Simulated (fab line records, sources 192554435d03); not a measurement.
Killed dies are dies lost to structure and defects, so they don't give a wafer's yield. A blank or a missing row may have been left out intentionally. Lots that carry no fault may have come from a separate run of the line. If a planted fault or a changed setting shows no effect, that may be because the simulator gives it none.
Chamber matching + flow n5 finfet + 4 sister chambers for N5_BEOL_M0_SAQP_DESCUM_45 on rie diel-01
The step chemistry O2, time 7 s. 8 wafers are shown with their chamber, then 10 later ones without.

EACH WAFER AND ITS CHAMBER
| wafer  | chamber | showerhead plenum p Torr (Torr) | drypump motor current A (A) |
|--------|---------|---------------------------------|-----------------------------|
| L075.2 | 0       | 2.09                            | 5.7                         |
| L078.4 | 0       | 2.09                            | 5.6                         |
| L084.3 | 2       | 2.00                            | 6.3                         |
| L087.1 | 2       | 2.00                            | 6.3                         |
| L087.2 | 3       | 2.09                            | 5.4                         |
| L087.3 | 1       | 2.08                            | 5.5                         |
| L088.3 | 1       | 2.08                            | 5.5                         |
| L088.5 | 3       | 2.08                            | 5.4                         |

WAFERS WHOSE CHAMBER IS MISSING
| wafer  | showerhead plenum p Torr (Torr) | drypump motor current A (A) |
|--------|---------------------------------|-----------------------------|
| L088.6 | 2.00                            | 6.3                         |
| L090.2 | 1.99                            | 6.2                         |
| L090.4 | 2.08                            | 5.4                         |
| L090.6 | 2.08                            | 5.5                         |
| L093.1 | 2.08                            | 5.4                         |
| L093.2 | 2.07                            | 5.5                         |
| L093.3 | 1.99                            | 6.3                         |
| L096.2 | 1.99                            | 6.3                         |
| L096.3 | 2.07                            | 5.5                         |
| L096.6 | 2.08                            | 5.4                         |

THE CHAMBER EACH PASSED THROUGH
| wafer  | from the rows above     | in truth |
|--------|-------------------------|----------|
| L088.6 | 2                       | 2        |
| L090.2 | 2                       | 2        |
| L090.4 | can't be placed: 3 or 1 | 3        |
| L090.6 | 1                       | 1        |
| L093.1 | can't be placed: 3 or 1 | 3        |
| L093.2 | 1                       | 1        |
| L093.3 | 2                       | 2        |
| L096.2 | 2                       | 2        |
| L096.3 | 1                       | 1        |
| L096.6 | can't be placed: 3 or 1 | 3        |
Correctly placed: 7 of 10. Unplaceable from these rows: 3, with the true chamber sitting among the candidates in 3. Wrongly placed: 0.
How it was worked out, from the rows above alone: a wafer's distance from a chamber is the root of the sum, over the readings, of the square of ((its reading less the chamber's mean) divided by the reading's scatter). If the next closest chamber is less than 2 further off than the closest, the wafer can't be placed; otherwise it belongs to the closest. For every chamber, the mean is computed from those of its wafers that are shown. The scatter: take each reading less its chamber's mean, square it, sum over the shown wafers, divide by the number of wafers less the number of chambers, and take the root.
